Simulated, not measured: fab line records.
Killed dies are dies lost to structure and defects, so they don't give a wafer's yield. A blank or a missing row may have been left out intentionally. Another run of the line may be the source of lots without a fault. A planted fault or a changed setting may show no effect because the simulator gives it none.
One fault through the eyes of 2 desks + flow n5_finfet + what lay behind the numbers comes last; until then each desk has only its own

METROLOGY DESK
What the gauges read for every lot (on any tool): the sampled wafers with a number, averaged. A lot is out of limits, marked OUT, if its mean lies more than 4 standard deviations from the usual mean; the brackets give that distance.
Columns: A = M14_THK at N5_BEOL_M14_THK_MEAS_50, usual 567 nm; B = cd_nm at N5_BEOL_M15_CD_MEAS_17, usual 361.4 nm; C = M15_THK at N5_BEOL_M15_THK_MEAS_50, usual 867 nm; D = M15_RS at N5_BEOL_M15_RS_MEAS_54, usual 0.0215 ohm/sq
| lot  | first seen here | A   | B     | C   | D      |
|------|-----------------|-----|-------|-----|--------|
| L894 | day 12 02:25    | 564 | 361.5 | 869 | 0.0215 |
| L897 | day 13 11:13    | 560 | 360.9 | 841 | 0.0218 |
| L903 | day 14 10:22    | 571 | 363.1 | 860 | 0.0218 |
| L907 | day 15 13:40    | 578 | 361.1 | 884 | 0.0209 |
| L904 | day 15 17:28    | 565 | 359.0 | 903 | 0.0209 |
| L908 | day 16 04:47    | 555 | 359.7 | 880 | 0.0215 |
| L909 | day 17 05:16    | 560 | 358.3 | 877 | 0.0214 |
| L911 | day 17 15:44    | 547 | 362.4 | 872 | 0.0215 |
| L913 | day 18 11:43    | 579 | 361.6 | 860 | 0.0218 |
| L914 | day 18 17:22    | 572 | 360.8 | 881 | 0.0214 |
| L915 | day 18 17:41    | 564 | 361.0 | 877 | 0.0212 |
This desk's finding: nothing out of limits on any of the 11 lots.

THE TOOL OWNER'S DESK: rie_diel-02
The tool's own readings at N5_BEOL_M15_TRENCH_ETCH_34 (etches SiO2 in C4F8/O2/Ar, target depth 872.93 nm, time 199 s): means of the sampled wafers that have a number, for each lot that ran on this tool. A lot is out of limits, marked OUT, if its mean lies more than 4 standard deviations from the usual mean; the brackets give that distance.
Columns: A = bias_w at N5_BEOL_M15_TRENCH_ETCH_34, usual 2040 W; B = chamber_pressure_mTorr at N5_BEOL_M15_TRENCH_ETCH_34, usual 20.002 mTorr; C = drypump_motor_current_A at N5_BEOL_M15_TRENCH_ETCH_34, usual 5.9 A; D = oes_product_au at N5_BEOL_M15_TRENCH_ETCH_34, usual 0.81 a.u.; E = rf_vpp_V at N5_BEOL_M15_TRENCH_ETCH_34, usual 2212 V; F = showerhead_plenum_p_Torr at N5_BEOL_M15_TRENCH_ETCH_34, usual 3.45 Torr; G = throttle_valve_pct at N5_BEOL_M15_TRENCH_ETCH_34, usual 30.86 %
| lot  | first seen here | A    | B      | C   | D    | E    | F    | G     |
|------|-----------------|------|--------|-----|------|------|------|-------|
| L894 | day 12 05:16    | 2037 | 20.004 | 5.7 | 0.75 | 2197 | 3.32 | 31.23 |
| L897 | day 13 14:01    | 2037 | 20.013 | 5.9 | 0.75 | 2203 | 3.31 | 31.25 |
| L907 | day 15 16:19    | 2039 | 20.011 | 6.1 | 0.88 | 2220 | 3.46 | 30.93 |
| L904 | day 15 19:59    | 2036 | 19.996 | 6.0 | 0.90 | 2244 | 3.57 | 30.91 |
| L914 | day 18 20:44    | 2044 | 19.988 | 5.9 | 0.84 | 2229 | 3.50 | 30.93 |
| L915 | day 18 20:59    | 2043 | 19.996 | 5.7 | 0.91 | 2277 | 3.67 | 31.04 |
This desk's finding: nothing out of limits on any of the 6 lots.

ALL TOGETHER
Nothing out of limits was seen by the metrology desk.
Nothing out of limits was seen by the tool owner's desk.

WHAT THE SIMULATOR HAD PUT IN
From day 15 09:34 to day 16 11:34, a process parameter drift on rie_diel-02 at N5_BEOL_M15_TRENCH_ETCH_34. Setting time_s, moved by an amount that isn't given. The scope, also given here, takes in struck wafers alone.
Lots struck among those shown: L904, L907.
